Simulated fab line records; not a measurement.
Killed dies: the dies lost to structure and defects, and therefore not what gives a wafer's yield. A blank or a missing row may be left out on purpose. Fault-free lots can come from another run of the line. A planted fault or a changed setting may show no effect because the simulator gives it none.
Struck lot and sound lot, side by side    flow nand_harc    40 steps out of a route of 1159
Sound: wafers L752.2, L752.3, L752.4. The struck wafers were L763.2, L763.4, L763.5. The cause is named last.
Order at every step that has rows: each side's tool, ch and its chambers, its first start. Under that, the readings that differ: sound wafers    struck wafers    difference of the means    sigmas: that difference in standard deviations of wafers without a fault.
alike: words and numbers the same on both sides, and readings whose means are apart by under 2 such deviations; not compared: readings that were withheld, readings missing a value for some wafer, numbers with overlapping values and no deviation given by the record, and bounds like >300 which may hide the same value.
Wherever a step has rows on one side only, a row that says differs or no value, or a row with sigmas, the two part there. Numbers that don't overlap but have no deviation are shown without sigmas and don't part them. Lack of a reading on every wafer of one side parts them only where that side has two or more wafers.

NHARC_P_M1_INSPECT_11:
  sound on defect_inspect-02, day 7 09:47; struck on defect_inspect-02, day 10 09:02
  alike: raw_defect_count
then, 3 steps without rows for these wafers: NHARC_P_M1_DESCUM_14 (chemistry O2, time 3 s); NHARC_P_M1_ETCH_35 (etches the open film in N2/H2, target depth 40 nm, overetch 12 nm, time 43.94 s); NHARC_P_M1_ETCH_15 (etches the open film in C4F8/Ar, target depth 182.5 nm, time 91.2 s).
NHARC_P_M1_CD_MEAS_16:
  sound on cd_sem-02, day 7 10:10; struck on cd_sem-03, day 10 09:25
  alike: cd_nm
then, 3 steps without rows for these wafers: NHARC_P_M1_STRIP_18 (strips in N2/H2); NHARC_P_M1_ETCH_28 (etches the open film in CF4/N2, target depth 30 nm, time 72.99 s); NHARC_P_M1_STRIP_19 (strips in post etch residue remover, time 600 s).
NHARC_P_M1_DEGAS_29: time 60 s.
  sound on pvd_sputter-02, day 7 10:53; struck on pvd_sputter-03, day 10 10:08
  alike: heater_power_w
NHARC_P_M1_PRE_CLEAN_30: time 30 s.
  sound on pvd_sputter-02; struck on pvd_sputter-03
  alike: heater_power_w
then, 2 steps without rows for these wafers: NHARC_P_M1_PVD_20 (deposits TaN, target thk 5 nm, time 8.06 s); NHARC_P_M1_PVD_21 (deposits Cu, target thk 30 nm, time 20.49 s).
NHARC_P_M1_ECD_22: material Cu, target thk 400 nm.
  sound on ecd_cu-01 ch 0,1, day 7 11:25; struck on ecd_cu-01 ch 0, day 10 10:34
then, 1 step without rows for these wafers: NHARC_P_M1_ANNEAL_31 (time 90 s).
NHARC_P_M1_CMP_23: polishes, t overpolish 20 s, target thk 157.82 nm.
  sound on cmp-02 ch 0,1,2, day 7 12:05; struck on cmp-01 ch 0,1,2, day 10 11:27
  alike: motor_current_A, time_to_endpoint_s
NHARC_P_M1_THK_MEAS_24: measures by xrf.
  sound on film_metro-01, day 7 12:24; struck on film_metro-02, day 10 11:44
  alike: thk_nm
then, 13 steps without rows for these wafers: NHARC_P_M1_SRD_25; NHARC_P_M1_PRE_CLEAN_32 (time 12 s); NHARC_P_M1_DEP_33 (deposits SiCN, target thk 30 nm); NHARC_P_M2_DEP_00 (deposits SiOC, target thk 182.5 nm); NHARC_P_M2_DEHYDRATE_01 (time 120 s); NHARC_P_M2_HMDS_02 (time 30 s); NHARC_P_M2_COAT_34 (time 65 s); NHARC_P_M2_COAT_03 (resist thk 90 nm); NHARC_P_M2_SOFTBAKE_04 (time 55 s); NHARC_P_M2_EBR_05; NHARC_P_M2_EXPOSE_06 (exposes mask P M2, target cd 170 nm); NHARC_P_M2_PEB_07 (peb time 65 s); NHARC_P_M2_DEVELOP_08 (develop time 35 s).
NHARC_P_M2_CD_MEAS_09: target cd 170 nm.
  sound on cd_sem-03 ch 0, day 7 14:00; struck on cd_sem-01 ch 0, day 10 13:19
  alike: cd_nm
NHARC_P_M2_OVL_MEAS_10: pitch 340 nm.
  sound on overlay-02, day 7 14:05; struck on overlay-02, day 10 13:25
  alike: overlay_x_nm, overlay_y_nm
then, 2 steps without rows for these wafers: NHARC_P_M2_DESCUM_14 (chemistry O2, time 3 s); NHARC_P_M2_ETCH_35 (etches the open film in N2/H2, target depth 40 nm, overetch 12 nm, time 43.94 s).
NHARC_P_M2_ETCH_15: etches the open film in C4F8/Ar, target depth 182.5 nm, time 91.2 s.
  sound on rie_diel-12 ch 0,2,3; struck on rie_diel-12 ch 0,1
  alike: oes_product_au, rf_vpp_V
  not compared: rf_hours_counter_h
NHARC_P_M2_CD_MEAS_16:
  sound on cd_sem-02, day 7 14:30; struck on cd_sem-01, day 10 13:49
  alike: cd_nm
then, 1 step without rows for these wafers: NHARC_P_M2_STRIP_18 (strips in N2/H2).
NHARC_P_M2_ETCH_28: etches the open film in CF4/N2, target depth 30 nm, time 72.99 s.
  sound on rie_diel-09 ch 0,1,3; struck on rie_diel-12 ch 1,3
  alike: drypump_motor_current_A, oes_product_au, rf_vpp_V, showerhead_plenum_p_Torr, throttle_valve_pct
  not compared: rf_hours_counter_h
then, 2 steps without rows for these wafers: NHARC_P_M2_STRIP_19 (strips in post etch residue remover, time 600 s); NHARC_P_M2_DEGAS_29 (time 60 s).
-- break in the record here, with 13 days between the starts of the struck wafers on either side (left off in module P_M2, picked up again in module END, where the first step shown is number 1159 on the route) --
NHARC_END_SORT_01:
  sound on prober-01 ch 0, day 21 01:47; struck on prober-01 ch 0, day 23 13:30
reading                   sound           struck          difference  sigmas
defect_limited_yield (%)  96.0 96.6 94.7  43.9 44.6 44.6  -51.4       -34
killed_at_periphery       3 3 2           352 334 351     +343        +99 or more
killed_dies               27 23 36        380 375 375     +348        +35
killed_open               7 7 5           1 6 0           -4          -2
killed_short              3 2 6           0 0 1           -3          -2
sort_bin_2_pct (%)        1.0 0.6 1.6     19.9 20.7 17.4  +18.3       +34
sort_bin_3_pct (%)        0.15 0.15 0.30  3.10 3.69 4.28  +3.49       +17
sort_bin_4_pct (%)        2.8 2.7 3.4     33.1 31.0 33.7  +29.6       +30
sort_n_pass               650 654 641     297 302 302     -348        -35
sort_rim_yield_pct (%)    92 95 92        42 39 43        -52         -15
sort_yield_pct (%)        96.0 96.6 94.7  43.9 44.6 44.6  -51.4       -34
  alike: killed_at_array, killed_at_other

== WHERE THEY PART ==
Only at NHARC_END_SORT_01, within this record.

WHY: what the simulator had put in
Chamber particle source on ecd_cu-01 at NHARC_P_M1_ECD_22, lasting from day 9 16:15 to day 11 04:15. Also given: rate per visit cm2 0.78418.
